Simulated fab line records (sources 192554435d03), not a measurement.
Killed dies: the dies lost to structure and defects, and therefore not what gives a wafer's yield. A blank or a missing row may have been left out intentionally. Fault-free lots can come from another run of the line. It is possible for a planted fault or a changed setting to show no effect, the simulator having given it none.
Which tool did it? + flow n5-finfet + at 1 step of a route of 1938, 12 lots with 36 wafers sampled

WHAT THE GAUGES SHOWED, per wafer
N5_BEOL_M8_CD_MEAS_11: target cd 38.5 nm.
| lot  | measured     | on        | cd-nm (nm)     |
|------|--------------|-----------|----------------|
| L075 | day 9 12:44  | cd-sem-01 | 38.2 37.8 38.4 |
| L077 | day 9 23:44  | cd-sem-03 | 38.1 37.8 39.0 |
| L079 | day 10 06:44 | cd-sem-02 | 38.2 38.2 38.6 |
| L081 | day 10 22:42 | cd-sem-02 | 38.3 37.6 37.8 |
| L083 | day 11 16:17 | cd-sem-01 | 38.4 37.6 38.1 |
| L086 | day 12 00:44 | cd-sem-03 | 38.5 37.8 37.8 |
| L087 | day 13 00:17 | cd-sem-01 | 38.1 38.3 38.2 |
| L088 | day 13 09:10 | cd-sem-01 | 37.3 38.7 37.9 |
| L089 | day 13 13:17 | cd-sem-03 | 38.4 37.2 37.6 |
| L092 | day 14 02:28 | cd-sem-01 | 38.5 38.8 38.7 |
| L095 | day 14 17:46 | cd-sem-01 | 37.9 38.1 37.8 |
| L097 | day 15 15:56 | cd-sem-03 | 38.8 37.8 37.7 |

WHAT TOOL EACH LOT RAN ON (gives the tool, then ch and the chambers of the sampled wafers, and finally the start)
The record holds no process step before these readings.

THE ANSWER, worked out from the rows above alone
Rule: the usual values come from the lots themselves. The widest of any qualifying gaps counts: lots, ordered by their means at a reading, are off when they make up no more than a third of the lots, leave a main group of 4 or more, and stand apart from it by 3 or more times the standard deviation of that group's means. Not used: any main group whose means are identical at the precision the tables above print for the reading. Also off: a lot with no number at a reading for which 4 or more lots have one. All remaining lots with rows at the step are treated as sound.
No lot is off at any reading shown: from this, nothing can be told.

WHAT THE SIMULATOR PUT IN
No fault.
